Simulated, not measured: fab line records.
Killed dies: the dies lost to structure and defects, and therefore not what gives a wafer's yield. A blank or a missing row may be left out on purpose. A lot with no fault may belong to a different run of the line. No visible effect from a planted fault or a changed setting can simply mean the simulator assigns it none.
What tool caused it? | flow n5 finfet | 10 lots with 29 wafers sampled at 2 steps, on a route of 1938 steps

== WHAT EACH GAUGE READ, for each wafer ==
N5_MIM_TOP_LITHO_OVL_MEAS_11.
lot  | measured     | on         | MIM_TOP_OVL (nm)
L168 | day 12 14:13 | overlay-01 | -3 -6 -8
L169 | day 12 18:44 | overlay-02 | 1 2 1
L175 | day 13 21:38 | overlay-01 | -6 -1 0
L176 | day 14 15:32 | overlay-02 | -9 -5 0
L180 | day 15 11:18 | overlay-01 | -7 -4 1
L182 | day 16 08:50 | overlay-02 | 0 -1 8
L185 | day 16 12:55 | overlay-02 | -11 -10 -6
L186 | day 18 02:18 | overlay-02 | 3 -9 -4
L187 | day 18 04:06 | overlay-01 | 2 -2
L189 | day 18 21:55 | overlay-01 | -5 -4 -7

== WHICH TOOL RAN EACH LOT (tool, then ch and the chambers of the sampled wafers, then the start) ==
lot  | N5_BEOL_M1_ETCHBACK_99
L168 | rie diel-01 ch 0,2,3, day 6 13:27
L169 | rie diel-01 ch 0,1, day 6 23:28
L175 | rie diel-01 ch 0,1, day 8 16:14
L176 | rie diel-01 ch 0,1,2, day 9 01:50
L180 | rie diel-02 ch 0,2,3, day 9 20:23
L182 | rie diel-02 ch 1,2,3, day 10 14:10
L185 | rie diel-02 ch 1,3, day 10 15:55
L186 | rie diel-06 ch 0,3, day 11 21:05
L187 | rie diel-01 ch 0,3, day 12 00:48
L189 | rie diel-01 ch 1,2, day 12 04:58
- N5_BEOL_M1_ETCHBACK_99: etches SiO2 in CHF3, target depth 5 nm, time 10.4 s.

== WHAT THE TOOLS THEMSELVES READ (means of the sampled wafers that have a number; where no wafer has one, the mark that the record gives instead) ==
N5_BEOL_M1_ETCHBACK_99.
lot  | tool        | chamber pressure mTorr (mTorr) | drypump motor current A (A) | oes product au (a.u.) | rf vpp V (V) | showerhead plenum p Torr (Torr) | throttle valve pct (%)
L168 | rie diel-01 | 29.972                         | 5.6                         | 0.80                  | 240          | 2.19                            | 17.03
L169 | rie diel-01 | 30.013                         | 6.1                         | 0.87                  | 243          | 2.14                            | 17.04
L175 | rie diel-01 | 30.000                         | 5.7                         | 0.83                  | 243          | 2.16                            | 17.17
L176 | rie diel-01 | 29.974                         | 5.8                         | 0.81                  | 242          | 2.15                            | 17.05
L180 | rie diel-02 | 29.993                         | 6.0                         | 0.68                  | 238          | 2.12                            | 17.32
L182 | rie diel-02 | 29.991                         | 5.8                         | 0.70                  | 235          | 2.12                            | 17.04
L185 | rie diel-02 | 30.028                         | 6.0                         | 0.69                  | 234          | 2.09                            | 17.05
L186 | rie diel-06 | 29.999                         | 5.6                         | 0.87                  | 240          | 2.15                            | 16.85
L187 | rie diel-01 | 30.035                         | 5.7                         | 0.79                  | 240          | 2.21                            | 17.16
L189 | rie diel-01 | 30.002                         | 6.1                         | 0.80                  | 242          | 2.12                            | 16.97

== THE ANSWER, worked out from the rows above alone ==
Rule: the lots themselves supply what counts as usual. The widest of any qualifying gaps counts: lots, ordered by their means at a reading, are off when they make up no more than a third of the lots, leave a main group of 4 or more, and stand apart from it by 3 or more times the standard deviation of that group's means. Not used: any main group whose means are identical at the precision the tables above print for the reading. Also off: a lot with no number at a reading for which 4 or more lots have one. Any other lot the step has rows for is counted as sound. Order of review: gauges by route order, followed by the tools' own readings, for which a lot's mean as printed above is used. The first step at which some lot is off is used, and at that step the reading that is off furthest; a lot without a number counts as furthest.
No lot is off on any of the readings shown, so nothing can be concluded from this.

== WHAT THE SIMULATOR PUT IN ==
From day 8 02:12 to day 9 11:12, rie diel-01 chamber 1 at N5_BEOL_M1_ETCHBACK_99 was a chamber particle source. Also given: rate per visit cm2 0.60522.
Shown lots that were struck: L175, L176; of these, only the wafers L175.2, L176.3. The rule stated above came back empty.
